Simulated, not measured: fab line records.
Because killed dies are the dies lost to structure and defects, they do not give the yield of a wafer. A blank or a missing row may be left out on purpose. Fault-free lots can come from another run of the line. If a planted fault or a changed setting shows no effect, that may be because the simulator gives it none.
Which tool is to blame? ; flow n5_finfet ; 9 lots, 27 wafers sampled, at 3 steps of a route of 1938

## WHAT EACH GAUGE READ, for each wafer
N5_BEOL_M4_RC_MEAS_101.
lot;measured;on;DIBL_N (mV/V);DIBL_P (mV/V);IOFF_N (nA/um);IOFF_P (nA/um);ION_N (uA/um);ION_P (uA/um);SS_N (mV/dec);SS_P (mV/dec);VT_N (mV);VT_P (mV)
L860;day 9 04:28;prober-01;33.5 33.3 34.0;33.1 32.9 33.4;0.131 0.129 0.138;0.17 0.17 0.16;676 670 675;461 453 460;71.2 71.2 70.9;72.3 73.0 73.1;249 251 253;-254 -255 -254
L861;day 9 06:34;prober-01;31.5 35.8 33.8;31.2 35.1 33.7;0.092 0.149 0.122;0.12 0.16 0.15;661 655 663;455 450 453;69.7 71.0 70.4;72.1 72.9 73.3;259 251 252;-260 -255 -256
L862;day 9 19:20;prober-02;33.6 31.6 31.3;34.0 31.3 31.5;0.139 0.109 0.106;0.22 0.18 0.18;672 659 655;467 467 457;71.6 70.8 70.6;73.1 71.9 71.9;250 252 253;-246 -249 -247
L863;day 11 01:00;prober-01;34.3 35.9 33.5;35.1 36.5 34.4;0.135 0.155 0.131;0.20 0.23 0.20;681 691 668;467 467 469;71.2 71.6 71.2;73.2 73.7 72.3;254 251 252;-248 -246 -250
L866;day 11 08:31;prober-02;35.2 36.0 34.7;34.4 35.8 34.0;0.143 0.156 0.136;0.19 0.21 0.19;676 678 671;462 466 462;71.2 72.0 71.2;73.3 74.1 73.2;252 249 251;-253 -250 -253
L875;day 13 23:04;prober-01;34.1 34.5 34.7;34.2 33.9 36.2;0.138 0.140 0.165;0.20 0.19 0.24;668 670 696;462 459 477;70.5 71.0 71.9;73.2 73.2 73.1;251 253 246;-247 -249 -246
L873;day 13 23:33;prober-02;34.6 35.2 35.7;33.5 34.0 33.9;0.104 0.122 0.121;0.17 0.18 0.18;647 660 653;447 455 454;71.2 70.7 70.8;73.7 73.1 73.1;256 254 256;-256 -253 -253
L879;day 15 03:55;prober-01;37.5 35.5 36.4;36.4 34.0 35.6;0.162 0.135 0.157;0.26 0.23 0.25;673 673 677;469 466 476;71.4 71.0 71.7;73.5 73.5 74.0;252 251 250;-244 -247 -243
L880;day 15 04:52;prober-01;35.0 34.8 35.2;35.3 36.6 35.1;0.138 0.135 0.132;0.21 0.23 0.21;667 661 677;463 462 474;71.1 71.2 71.0;73.1 73.1 73.1;249 249 249;-248 -247 -248

N5_BEOL_M9_OVL_MEAS_12.
lot;measured;on;M9_OVL (nm)
L860;day 11 05:07;overlay-02;0.9 0.0 -0.2
L861;day 11 14:04;overlay-02;-1.1 -1.0 -0.9
L862;day 12 07:49;overlay-01;0.2 -0.2 0.6
L863;day 13 01:29;overlay-02;-1.4 -1.8 -1.6
L866;day 13 03:29;overlay-01;-1.2 -1.3 -1.5
L875;day 16 02:56;overlay-01;-0.1 -1.8 -1.3
L873;day 15 20:12;overlay-02;0.8 0.2 0.9
L879;day 17 00:53;overlay-02;-1.1 -0.1 0.6
L880;day 17 02:17;overlay-01;-0.2 0.5 -0.7

N5_BEOL_M9_INSPECT_13: inspects for defects (brightfield).
lot;measured;on;raw_defect_count
L860;day 11 05:08;defect_inspect-01;366 435 429
L861;day 11 14:05;defect_inspect-02;401 261 345
L862;day 12 07:50;defect_inspect-02;442 520 497
L863;day 13 01:31;defect_inspect-01;215 282 243
L866;day 13 03:30;defect_inspect-01;311 496 446
L875;day 16 02:58;defect_inspect-01;470 469 443
L873;day 15 20:13;defect_inspect-01;433 485 329
L879;day 17 00:55;defect_inspect-01;378 437 391
L880;day 17 02:19;defect_inspect-02;394 346 436

## WHICH TOOL RAN EACH LOT (tool, then ch and the chambers of the sampled wafers, then the start)
There is no process step in the record ahead of these readings.

## AS READ BY THE TOOLS THEMSELVES (means over the sampled wafers that have a number; for cases with no such wafer, the mark the record gives instead)
The record holds no such reading with a usual standard deviation.

## THE ANSWER, worked out from the rows above alone
Rule: the usual values come from the lots themselves. The widest of any qualifying gaps counts: lots, ordered by their means at a reading, are off when they make up no more than a third of the lots, leave a main group of 4 or more, and stand apart from it by 3 or more times the standard deviation of that group's means. If all means in a main group match to the digits the tables above print for the reading, that group is not used. A lot without any number at a reading at which 4 lots or more have one is off too. The other lots that the step has rows for count as sound. After the gauges, taken in route order, come the tools' own readings; for these a lot's mean is taken, as printed above. At the first step where some lot is off, the reading lying furthest off is the one used; lots without a number count as furthest.
Nothing can be told from this: no lot is off at any reading shown.

## WHAT HAD BEEN PUT IN BY THE SIMULATOR
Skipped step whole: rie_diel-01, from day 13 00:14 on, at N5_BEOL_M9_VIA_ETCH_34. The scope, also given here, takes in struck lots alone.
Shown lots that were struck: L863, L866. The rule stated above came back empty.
